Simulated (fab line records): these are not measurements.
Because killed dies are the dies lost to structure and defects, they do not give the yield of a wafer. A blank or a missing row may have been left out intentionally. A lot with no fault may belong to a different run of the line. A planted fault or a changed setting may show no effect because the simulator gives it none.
Which of the tools did it? | flow nandHarc | 72 wafers from 24 lots sampled at 5 of the route's 1159 steps

== WHAT EACH GAUGE READ, for each wafer ==
NHARC_A_M0_CD_MEAS_09: target cd 80 nm.
lot  | measured     | on       | cdNm (nm)
L074 | day 17 15:19 | cdSem-02 | 79.4 80.5 81.3
L077 | day 17 16:49 | cdSem-02 | 81.8 80.9 79.4
L075 | day 17 17:47 | cdSem-01 | 80.0 80.7 80.2
L076 | day 17 20:36 | cdSem-03 | 79.8 80.3 80.7
L078 | day 18 02:13 | cdSem-02 | 79.7 80.1 81.2
L079 | day 19 05:03 | cdSem-01 | 79.7 80.0 79.9
L084 | day 19 10:40 | cdSem-02 | 78.7 79.7 81.0
L080 | day 19 17:08 | cdSem-03 | 79.3 80.9 80.6
L082 | day 19 19:36 | cdSem-01 | 78.7 80.8 79.6
L083 | day 19 20:32 | cdSem-02 | 79.3 79.1 80.2
L081 | day 20 01:28 | cdSem-01 | 81.9 82.1 82.0
L085 | day 20 07:56 | cdSem-03 | 80.6 81.0 79.8
L086 | day 20 08:29 | cdSem-03 | 80.0 79.0 80.0
L087 | day 20 11:48 | cdSem-02 | 81.5 81.3 80.4
L088 | day 20 18:46 | cdSem-02 | 80.5 81.2 79.7
L089 | day 21 17:41 | cdSem-02 | 80.4 79.2 80.7
L091 | day 21 19:14 | cdSem-01 | 79.1 78.8 80.4
L090 | day 21 19:31 | cdSem-02 | 80.9 79.7 79.5
L092 | day 22 04:58 | cdSem-01 | 80.2 80.7 81.3
L093 | day 22 07:17 | cdSem-03 | 82.0 81.6 79.8
L094 | day 22 08:17 | cdSem-02 | 79.2 80.6 81.1
L097 | day 23 12:24 | cdSem-02 | 79.6 78.7 79.9
L095 | day 23 12:34 | cdSem-01 | 81.5 80.4 79.6
L096 | day 23 16:13 | cdSem-02 | 81.4 81.7 79.3

NHARC_A_M0_CD_MEAS_16.
lot  | measured     | on       | cdNm (nm)
L074 | day 17 15:47 | cdSem-01 | 80.0 81.4 80.9
L077 | day 17 17:17 | cdSem-02 | 82.0 80.1 79.1
L075 | day 17 18:26 | cdSem-03 | 79.3 81.8 81.0
L076 | day 17 21:05 | cdSem-03 | 81.6 80.5 81.6
L078 | day 18 02:42 | cdSem-03 | 80.4 80.8 81.6
L079 | day 19 05:32 | cdSem-01 | 81.2 78.6 81.1
L084 | day 19 11:09 | cdSem-03 | 77.0 78.9 81.4
L080 | day 19 17:37 | cdSem-03 | 77.5 80.3 82.4
L082 | day 19 20:05 | cdSem-03 | 77.4 82.9 81.8
L083 | day 19 21:01 | cdSem-02 | 78.3 80.8 80.8
L081 | day 20 01:58 | cdSem-03 | 81.2 83.4 82.3
L085 | day 20 08:26 | cdSem-03 | 80.2 81.4 79.6
L086 | day 20 08:58 | cdSem-03 | 80.6 78.9 80.7
L087 | day 20 12:20 | cdSem-03 | 80.6 83.8 79.6
L088 | day 20 19:15 | cdSem-01 | 82.1 80.4 79.5
L089 | day 21 18:11 | cdSem-03 | 80.3 78.7 81.1
L091 | day 21 19:43 | cdSem-01 | 79.6 79.8 80.0
L090 | day 21 20:00 | cdSem-02 | 81.0 78.3 79.5
L092 | day 22 05:31 | cdSem-02 | 80.6 83.4 80.4
L093 | day 22 07:46 | cdSem-03 | 82.6 81.8 78.7
L094 | day 22 08:48 | cdSem-03 | 80.4 81.8 81.9
L097 | day 23 12:56 | cdSem-03 | 78.8 79.7 81.2
L095 | day 23 13:02 | cdSem-01 | 82.1 82.5 79.9
L096 | day 23 16:42 | cdSem-03 | 81.0 80.6 80.6

NHARC_A_M0_THK_MEAS_24: measures by xrf.
lot  | measured     | on           | thkNm (nm)
L074 | day 17 17:52 | filmMetro-01 | 112.9 111.7 113.0
L077 | day 17 19:23 | filmMetro-02 | 110.3 114.5 114.2
L075 | day 17 20:31 | filmMetro-02 | 112.7 113.2 112.6
L076 | day 17 23:26 | filmMetro-01 | 113.7 115.8 112.0
L078 | day 18 04:56 | filmMetro-02 | 115.0 114.2 116.0
L079 | day 19 08:07 | filmMetro-02 | 110.8 112.5 113.3
L084 | day 19 13:10 | filmMetro-01 | 112.4 115.3 115.2
L080 | day 19 19:38 | filmMetro-02 | 113.7 114.9 113.2
L082 | day 19 22:24 | filmMetro-02 | 112.4 114.6 115.3
L083 | day 19 23:19 | filmMetro-01 | 112.7 115.2 113.2
L081 | day 20 03:59 | filmMetro-02 | 113.9 110.3 113.7
L085 | day 20 10:28 | filmMetro-02 | 111.9 111.2 114.5
L086 | day 20 11:08 | filmMetro-01 | 115.3 113.3 113.1
L087 | day 20 14:22 | filmMetro-02 | 113.7 111.4 111.6
L088 | day 20 21:23 | filmMetro-02 | 107.6 112.5 112.9
L089 | day 21 20:13 | filmMetro-02 | 114.5 113.3 114.6
L091 | day 21 21:50 | filmMetro-01 | 115.2 112.8 115.0
L090 | day 21 22:08 | filmMetro-01 | 111.1 114.6 113.4
L092 | day 22 07:40 | filmMetro-01 | 113.5 113.3 114.4
L093 | day 22 09:47 | filmMetro-02 | 114.4 114.8 111.4
L094 | day 22 10:52 | filmMetro-01 | 116.6 117.3 118.2
L097 | day 23 14:59 | filmMetro-02 | 112.8 109.5 112.3
L095 | day 23 15:04 | filmMetro-02 | 114.5 113.8 116.5
L096 | day 23 18:49 | filmMetro-01 | 117.1 116.0 115.5

== WHICH TOOL RAN EACH LOT (tool, then ch and the chambers of the sampled wafers, then the start) ==
lot  | NHARC_A_M0_DESCUM_14              | NHARC_A_M0_ETCH_15
L074 | rieDiel-06 ch 1,2,3, day 17 15:29 | rieDiel-06 ch 1,2,3, day 17 15:47 or earlier
L077 | rieDiel-06 ch 0,1,2, day 17 17:00 | rieDiel-06 ch 0,1, day 17 17:17 or earlier
L075 | rieDiel-06 ch 0,2,3, day 17 17:59 | rieDiel-06 ch 0,1,2, day 17 18:26 or earlier
L076 | rieDiel-06 ch 0,1, day 17 20:47   | rieDiel-06 ch 0,2,3, day 17 21:05 or earlier
L078 | rieDiel-09 ch 2,3, day 18 02:24   | rieDiel-09 ch 0,1, day 18 02:42 or earlier
L079 | rieDiel-08 ch 0,2,3, day 19 05:16 | rieDiel-08 ch 0,1, day 19 05:32 or earlier
L084 | rieDiel-06 ch 0,2, day 19 10:50   | rieDiel-06 ch 1,2,3, day 19 11:09 or earlier
L080 | rieDiel-06 ch 1,2, day 19 17:19   | rieDiel-06 ch 1,2,3, day 19 17:37 or earlier
L082 | rieDiel-06 ch 1,2, day 19 19:47   | rieDiel-06 ch 0,2,3, day 19 20:05 or earlier
L083 | rieDiel-09 ch 2,3, day 19 20:44   | rieDiel-09 ch 1,2,3, day 19 21:01 or earlier
L081 | rieDiel-09 ch 0,1,2, day 20 01:40 | rieDiel-09 ch 0,2,3, day 20 01:58 or earlier
L085 | rieDiel-09 ch 0,1,2, day 20 08:07 | rieDiel-09 ch 1,3, day 20 08:26 or earlier
L086 | rieDiel-06 ch 1,3, day 20 08:40   | rieDiel-06 ch 0,3, day 20 08:58 or earlier
L087 | rieDiel-06 ch 1,2, day 20 11:59   | rieDiel-06 ch 0,1,2, day 20 12:20 or earlier
L088 | rieDiel-09 ch 0,1,2, day 20 18:58 | rieDiel-09 ch 2,3, day 20 19:15 or earlier
L089 | rieDiel-09 ch 0,2,3, day 21 17:53 | rieDiel-09 ch 0,1,3, day 21 18:11 or earlier
L091 | rieDiel-08 ch 1,2, day 21 19:25   | rieDiel-08 ch 0,1, day 21 19:43 or earlier
L090 | rieDiel-09 ch 0,3, day 21 19:42   | rieDiel-09 ch 1,2, day 21 20:00 or earlier
L092 | rieDiel-06 ch 1,3, day 22 05:10   | rieDiel-06 ch 1,2, day 22 05:31 or earlier
L093 | rieDiel-08 ch 0,1,2, day 22 07:28 | rieDiel-08 ch 0,1,3, day 22 07:46 or earlier
L094 | rieDiel-06 ch 1,2,3, day 22 08:29 | rieDiel-06 ch 1,2,3, day 22 08:48 or earlier
L097 | rieDiel-08 ch 0,1,2, day 23 12:35 | rieDiel-08 ch 0,1, day 23 12:56 or earlier
L095 | rieDiel-06 ch 0,1, day 23 12:45   | rieDiel-06 ch 1,2, day 23 13:02 or earlier
L096 | rieDiel-09 ch 1,2,3, day 23 16:24 | rieDiel-09 ch 1,2,3, day 23 16:42 or earlier
- NHARC_A_M0_DESCUM_14: chemistry O2, time 3 s.
- NHARC_A_M0_ETCH_15: etches the open film in C4F8/Ar, target depth 150 nm, overetch 15 nm, time 82.5 s.

== AS READ BY THE TOOLS THEMSELVES (means over the sampled wafers that have a number; for cases with no such wafer, the mark the record gives instead) ==
NHARC_A_M0_DESCUM_14.
lot  | tool       | drypumpMotorCurrentA (A) | oesProductAu (a.u.) | rfVppV (V) | showerheadPlenumPTorr (Torr) | throttleValvePct (%)
L074 | rieDiel-06 | 5.6                      | 1.000               | 57.1       | 1.94                         | 11.314
L077 | rieDiel-06 | 5.2                      | 0.998               | 57.7       | 1.98                         | 11.312
L075 | rieDiel-06 | 5.7                      | 1.001               | 58.0       | 1.95                         | 11.308
L076 | rieDiel-06 | 4.9                      | 1.002               | 58.3       | 2.03                         | 11.304
L078 | rieDiel-09 | 5.4                      | 1.003               | 57.6       | 2.02                         | 11.307
L079 | rieDiel-08 | 5.4                      | 0.986               | 58.4       | 1.91                         | 11.313
L084 | rieDiel-06 | 5.3                      | 1.007               | 59.1       | 1.99                         | 11.313
L080 | rieDiel-06 | 5.4                      | 1.019               | 57.9       | 1.93                         | 11.317
L082 | rieDiel-06 | 5.1                      | 1.010               | 57.6       | 1.98                         | 11.311
L083 | rieDiel-09 | 5.7                      | 0.997               | 57.7       | 2.01                         | 11.313
L081 | rieDiel-09 | 5.5                      | 1.009               | 58.5       | 1.95                         | 11.312
L085 | rieDiel-09 | 5.4                      | 1.006               | 57.5       | 1.95                         | 11.304
L086 | rieDiel-06 | 5.3                      | 1.009               | 58.2       | 1.98                         | 11.309
L087 | rieDiel-06 | 5.4                      | 0.999               | 58.1       | 1.93                         | 11.313
L088 | rieDiel-09 | 5.4                      | 1.003               | 58.2       | 1.95                         | 11.312
L089 | rieDiel-09 | 5.4                      | 1.000               | 57.3       | 1.96                         | 11.321
L091 | rieDiel-08 | 5.8                      | 1.014               | 57.1       | 1.81                         | 11.307
L090 | rieDiel-09 | 5.2                      | 1.005               | 56.9       | 1.90                         | 11.320
L092 | rieDiel-06 | 5.9                      | 0.990               | 58.0       | 1.94                         | 11.311
L093 | rieDiel-08 | 5.6                      | 1.014               | 58.2       | 1.88                         | 11.310
L094 | rieDiel-06 | 5.6                      | 1.003               | 58.3       | 1.93                         | 11.313
L097 | rieDiel-08 | 5.6                      | 1.000               | 57.7       | 1.88                         | 11.317
L095 | rieDiel-06 | 4.9                      | 1.010               | 59.2       | 2.02                         | 11.311
L096 | rieDiel-09 | 5.4                      | 1.006               | 58.7       | 2.01                         | 11.304

NHARC_A_M0_ETCH_15.
lot  | tool       | oesProductAu (a.u.) | rfVppV (V)
L074 | rieDiel-06 | 0.943               | 441.6
L077 | rieDiel-06 | 0.924               | 443.2
L075 | rieDiel-06 | 0.925               | 442.9
L076 | rieDiel-06 | 0.921               | 441.9
L078 | rieDiel-09 | 0.936               | 442.1
L079 | rieDiel-08 | 0.969               | 442.4
L084 | rieDiel-06 | 0.980               | 440.8
L080 | rieDiel-06 | 0.964               | 441.4
L082 | rieDiel-06 | 0.929               | 442.2
L083 | rieDiel-09 | 0.970               | 444.3
L081 | rieDiel-09 | 0.974               | 442.5
L085 | rieDiel-09 | 0.964               | 444.7
L086 | rieDiel-06 | 0.974               | 442.1
L087 | rieDiel-06 | 0.958               | 443.1
L088 | rieDiel-09 | 0.974               | 443.7
L089 | rieDiel-09 | 0.972               | 441.8
L091 | rieDiel-08 | 0.988               | 442.7
L090 | rieDiel-09 | 0.976               | 443.9
L092 | rieDiel-06 | 0.962               | 441.6
L093 | rieDiel-08 | 0.980               | 441.9
L094 | rieDiel-06 | 0.963               | 441.3
L097 | rieDiel-08 | 0.973               | 441.1
L095 | rieDiel-06 | 0.980               | 442.6
L096 | rieDiel-09 | 0.966               | 443.1

== THE ANSWER, worked out from the rows above alone ==
Rule: the usual values come from the lots themselves. Put in order of their means at a reading, lots are off if they are a third of the lots or fewer, leave a main group of 4 or more, and stand apart from it by a gap of 3 or more times the standard deviation of the main group's means; of several such gaps the widest counts. If all means in a main group match to the digits the tables above print for the reading, that group is not used. A lot without any number at a reading at which 4 lots or more have one is off too. All remaining lots with rows at the step are treated as sound. After the gauges, taken in route order, come the tools' own readings; for these a lot's mean is taken, as printed above. The first step at which some lot is off is used, and at that step the reading that is off furthest; a lot without a number counts as furthest.
Across all readings shown, no lot is off: no conclusion can be drawn from this.

== WHAT THE SIMULATOR HAD PUT IN ==
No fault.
